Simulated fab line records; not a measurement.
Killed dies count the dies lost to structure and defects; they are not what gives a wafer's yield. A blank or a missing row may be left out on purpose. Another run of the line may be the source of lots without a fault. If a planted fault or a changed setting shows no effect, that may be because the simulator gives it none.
Which of the tools did it? + flow n5_finfet + 11 lots with 30 wafers sampled at 4 steps, on a route of 1938 steps

== WHAT THE GAUGES SHOWED, per wafer ==
The record lacks any reading of a measuring or inspecting step that a usual standard deviation could be used to judge.

== WHICH TOOL RAN EACH LOT (tool, then ch and the chambers of the sampled wafers, then the start) ==
| lot  | N5_BEOL_M9_ETCH_65                 | N5_BEOL_M9_VIA_ETCH_34             | N5_BEOL_M9_CVD_78                | N5_BEOL_M9_DEP_56               |
|------|------------------------------------|------------------------------------|----------------------------------|---------------------------------|
| L128 | rie_diel-03 ch 0,1,3, day 9 11:14  | rie_diel-03 ch 0,1,3, day 9 11:22  | cvd_co-01 ch 1,2, day 9 14:19    | pecvd-03 ch 1,2, day 9 15:34    |
| L130 | rie_diel-04 ch 0,2,3, day 10 04:24 | rie_diel-04 ch 0,2,3, day 10 04:32 | cvd_co-02 ch 0,1,2, day 10 05:49 | pecvd-03 ch 0,1,2, day 10 07:31 |
| L129 | rie_diel-03 ch 0,2, day 10 06:10   | rie_diel-03 ch 0,2, day 10 06:18   | cvd_co-02 ch 1,2, day 10 09:17   | pecvd-03 ch 0,1,2, day 10 10:23 |
| L132 | rie_diel-04 ch 1,2,3, day 10 17:43 | rie_diel-04 ch 1,2,3, day 10 17:50 | cvd_co-02 ch 1,2, day 10 20:01   | pecvd-03 ch 0,1, day 10 21:11   |
| L131 | rie_diel-04 ch 1,3, day 10 18:38   | rie_diel-04 ch 1,3, day 10 18:46   | cvd_co-01 ch 0,1,2, day 10 20:23 | pecvd-01 ch 0,1,2, day 10 21:29 |
| L133 | rie_diel-03 ch 1,3, day 11 00:50   | rie_diel-03 ch 1,3, day 11 00:58   | cvd_co-01 ch 0,2, day 11 02:35   | pecvd-03 ch 1,2, day 11 04:05   |
| L137 | rie_diel-01 ch 1,2, day 12 03:41   | rie_diel-01 ch 1,2, day 12 03:49   | cvd_co-02 ch 0,2, day 12 05:23   | pecvd-03 ch 1,2, day 12 06:51   |
| L139 | rie_diel-03 ch 0,2, day 12 19:58   | rie_diel-03 ch 0,2, day 12 20:06   | cvd_co-02 ch 0,2, day 12 21:40   | pecvd-01 ch 1,2, day 12 23:31   |
| L144 | rie_diel-04 ch 2,3, day 14 04:37   | rie_diel-04 ch 2,3, day 14 04:45   | cvd_co-02 ch 1,2, day 14 08:04   | pecvd-03 ch 0,1, day 14 09:04   |
| L147 | rie_diel-04 ch 1, day 14 18:49     | rie_diel-04 ch 1, day 14 18:56     | cvd_co-02 ch 0,2, day 14 20:29   | pecvd-03 ch 1, day 14 21:43     |
| L150 | rie_diel-04 ch 0,1,2, day 15 15:02 | rie_diel-04 ch 0,1,2, day 15 15:10 | cvd_co-02 ch 0,2, day 15 16:32   | pecvd-01 ch 0,2, day 15 17:40   |
- N5_BEOL_M9_ETCH_65: etches SiARC in CF4, target depth 15.6 nm, time 26 s.
- N5_BEOL_M9_VIA_ETCH_34: etches SiCOH lowk in C4F6/O2, target depth 182.4 nm, time 68.4 s.
- N5_BEOL_M9_CVD_78: deposits Co from CCTBA/H2, target thk 2 nm, time 138.9 s.
- N5_BEOL_M9_DEP_56: deposits SiCN from 3MS/NH3, target thk 15 nm, time 26.5 s.

== AS READ BY THE TOOLS THEMSELVES (means over the sampled wafers that have a number; for cases with no such wafer, the mark the record gives instead) ==
N5_BEOL_M9_ETCH_65.
| lot  | tool        | bias_w (W) | drypump_motor_current_A (A) | etch_rf_on_time_s (s) | oes_product_au (a.u.) | rf_vpp_V (V) | showerhead_plenum_p_Torr (Torr) | throttle_valve_pct (%) |
|------|-------------|------------|-----------------------------|-----------------------|-----------------------|--------------|---------------------------------|------------------------|
| L128 | rie_diel-03 | 36.00      | 6.0                         | 25.8                  | 0.58                  | 184.2        | 2.14                            | 15.78                  |
| L130 | rie_diel-04 | 35.97      | 5.7                         | 25.9                  | 0.64                  | 183.9        | 2.11                            | 15.55                  |
| L129 | rie_diel-03 | 35.92      | 5.3                         | 25.6                  | 0.71                  | 184.7        | 2.15                            | 15.34                  |
| L132 | rie_diel-04 | 35.96      | 5.7                         | 25.7                  | 0.65                  | 183.0        | 2.06                            | 15.38                  |
| L131 | rie_diel-04 | 36.06      | 5.5                         | 25.4                  | 0.62                  | 183.2        | 1.99                            | 15.46                  |
| L133 | rie_diel-03 | 35.97      | 6.1                         | 25.7                  | 0.73                  | 184.0        | 2.17                            | 15.68                  |
| L137 | rie_diel-01 | 36.02      | 5.4                         | 26.1                  | 0.66                  | 183.5        | 2.07                            | 15.53                  |
| L139 | rie_diel-03 | 36.05      | 5.5                         | 25.6                  | 0.78                  | 183.4        | 2.13                            | 15.18                  |
| L144 | rie_diel-04 | 35.84      | 5.7                         | 25.9                  | 0.64                  | 184.1        | 2.10                            | 15.43                  |
| L147 | rie_diel-04 | 35.97      | 5.7                         | 25.8                  | 0.62                  | 181.7        | 1.96                            | 15.47                  |
| L150 | rie_diel-04 | 35.98      | 5.9                         | 25.7                  | 0.70                  | 183.4        | 2.07                            | 15.40                  |

N5_BEOL_M9_VIA_ETCH_34.
| lot  | tool        | bias_w (W) | drypump_motor_current_A (A) | oes_f_703_au (a.u.) | oes_product_au (a.u.) | rf_vpp_V (V) | showerhead_plenum_p_Torr (Torr) | throttle_valve_pct (%) |
|------|-------------|------------|-----------------------------|---------------------|-----------------------|--------------|---------------------------------|------------------------|
| L128 | rie_diel-03 | 185.5      | 6.0                         | 0.69                | 0.68                  | 658          | 2.84                            | 21.00                  |
| L130 | rie_diel-04 | 185.0      | 5.7                         | 0.76                | 0.74                  | 663          | 2.80                            | 20.82                  |
| L129 | rie_diel-03 | 185.1      | 5.3                         | 0.83                | 0.84                  | 679          | 2.85                            | 20.51                  |
| L132 | rie_diel-04 | 185.1      | 5.7                         | 0.76                | 0.76                  | 659          | 2.75                            | 20.68                  |
| L131 | rie_diel-04 | 185.0      | 5.5                         | 0.75                | 0.73                  | 652          | 2.65                            | 20.72                  |
| L133 | rie_diel-03 | 185.1      | 6.1                         | 0.86                | 0.86                  | 665          | 2.88                            | 21.05                  |
| L137 | rie_diel-01 | 185.1      | 5.4                         | 0.79                | 0.78                  | 662          | 2.74                            | 20.79                  |
| L139 | rie_diel-03 | 184.8      | 5.5                         | 0.91                | 0.92                  | 673          | 2.83                            | 20.41                  |
| L144 | rie_diel-04 | 184.8      | 5.7                         | 0.75                | 0.74                  | 661          | 2.80                            | 20.73                  |
| L147 | rie_diel-04 | 184.6      | 5.7                         | 0.73                | 0.72                  | 652          | 2.61                            | 20.71                  |
| L150 | rie_diel-04 | 185.1      | 5.9                         | 0.81                | 0.81                  | 662          | 2.75                            | 20.70                  |

N5_BEOL_M9_CVD_78.
| lot  | tool      | run_length_s (s) |
|------|-----------|------------------|
| L128 | cvd_co-01 | 161.6            |
| L130 | cvd_co-02 | 162.4            |
| L129 | cvd_co-02 | 162.1            |
| L132 | cvd_co-02 | 162.3            |
| L131 | cvd_co-01 | 161.7            |
| L133 | cvd_co-01 | 161.5            |
| L137 | cvd_co-02 | 162.0            |
| L139 | cvd_co-02 | 162.0            |
| L144 | cvd_co-02 | 98.5             |
| L147 | cvd_co-02 | 129.8            |
| L150 | cvd_co-02 | 140.7            |

N5_BEOL_M9_DEP_56.
| lot  | tool     | showerhead_plenum_p_Torr (Torr) | throttle_valve_pct (%) |
|------|----------|---------------------------------|------------------------|
| L128 | pecvd-03 | 3.677                           | 9.09                   |
| L130 | pecvd-03 | 3.681                           | 8.88                   |
| L129 | pecvd-03 | 3.683                           | 9.15                   |
| L132 | pecvd-03 | 3.689                           | 8.96                   |
| L131 | pecvd-01 | 3.669                           | 9.04                   |
| L133 | pecvd-03 | 3.670                           | 9.09                   |
| L137 | pecvd-03 | 3.677                           | 9.18                   |
| L139 | pecvd-01 | 3.670                           | 9.21                   |
| L144 | pecvd-03 | 3.684                           | 8.97                   |
| L147 | pecvd-03 | 3.671                           | 9.34                   |
| L150 | pecvd-01 | 3.676                           | 8.71                   |

== THE ANSWER, worked out from the rows above alone ==
Rule: the lots themselves supply what counts as usual. The widest of any qualifying gaps counts: lots, ordered by their means at a reading, are off when they make up no more than a third of the lots, leave a main group of 4 or more, and stand apart from it by 3 or more times the standard deviation of that group's means. The tables above print the reading to a certain number of digits; a main group whose means all agree to those digits is not used. Also off: a lot with no number at a reading for which 4 or more lots have one. All remaining lots with rows at the step are treated as sound. After the gauges, taken in route order, come the tools' own readings; for these a lot's mean is taken, as printed above. At the first step where some lot is off, the reading lying furthest off is the one used; lots without a number count as furthest.
Off: L144, L147, L150, at N5_BEOL_M9_CVD_78 (run_length_s). Mean 161.9 s and standard deviation 0.3 in the main group.
A tool fits if, at that step or a process step before it, it ran every lot that is off, and no sound lot after the first of them. Can't be told from this: 2 tools fit, rie_diel-04 at N5_BEOL_M9_ETCH_65 and N5_BEOL_M9_VIA_ETCH_34, cvd_co-02 at N5_BEOL_M9_CVD_78.

== WHAT WAS PUT IN BY THE SIMULATOR ==
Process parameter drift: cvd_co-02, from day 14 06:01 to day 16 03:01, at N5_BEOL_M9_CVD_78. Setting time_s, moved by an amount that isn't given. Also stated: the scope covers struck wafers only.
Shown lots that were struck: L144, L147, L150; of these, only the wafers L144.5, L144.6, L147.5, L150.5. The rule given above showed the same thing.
